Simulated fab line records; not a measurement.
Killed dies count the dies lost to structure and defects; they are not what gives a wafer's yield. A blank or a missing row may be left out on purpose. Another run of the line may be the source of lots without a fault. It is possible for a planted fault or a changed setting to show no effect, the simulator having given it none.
Matching of chambers ; flow nand harc ; rie diel-03 running NHARC_P_BONDPAD_ETCH_37: 4 sister chambers
The step etches the open film in N2/H2, target depth 60 nm, overetch 18 nm, time 65.91 s. 4 wafers are shown with their chamber, then 10 later ones without.

## WAFERS, EACH WITH ITS CHAMBER
wafer;chamber;drypump motor current A (A)
L087.4;0;5.5
L087.5;2;5.9
L088.1;3;6.1
L088.2;1;5.3

## WAFERS WITH NO CHAMBER GIVEN
wafer;drypump motor current A (A)
L088.6;5.5
L091.1;5.3
L091.5;5.3
L091.6;5.5
L093.1;6.0
L093.4;5.9
L093.6;5.5
L097.1;5.5
L097.2;5.3
L097.5;5.3

## CHAMBER TAKEN BY EACH
wafer;from the rows above;in truth
L088.6;0;0
L091.1;1;1
L091.5;1;1
L091.6;0;0
L093.1;can't be placed: 2 or 3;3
L093.4;2;2
L093.6;0;0
L097.1;0;0
L097.2;1;1
L097.5;1;1
9 of 10 placed correctly. Cannot be placed on the basis of these rows: 1; the candidates contain the true chamber in 1. Placed wrongly: 0.
How it was worked out, from the rows above alone: a wafer's distance from a chamber is the root of the sum, over the readings, of the square of ((its reading less the chamber's mean) divided by the reading's scatter). If the next closest chamber is less than 2 further off than the closest, the wafer can't be placed; otherwise it belongs to the closest. The mean given for a chamber averages the wafers shown for that chamber. The scatter: with one shown wafer a chamber, the root of the mean of the squares of how far each hidden wafer lies from its nearest shown one.
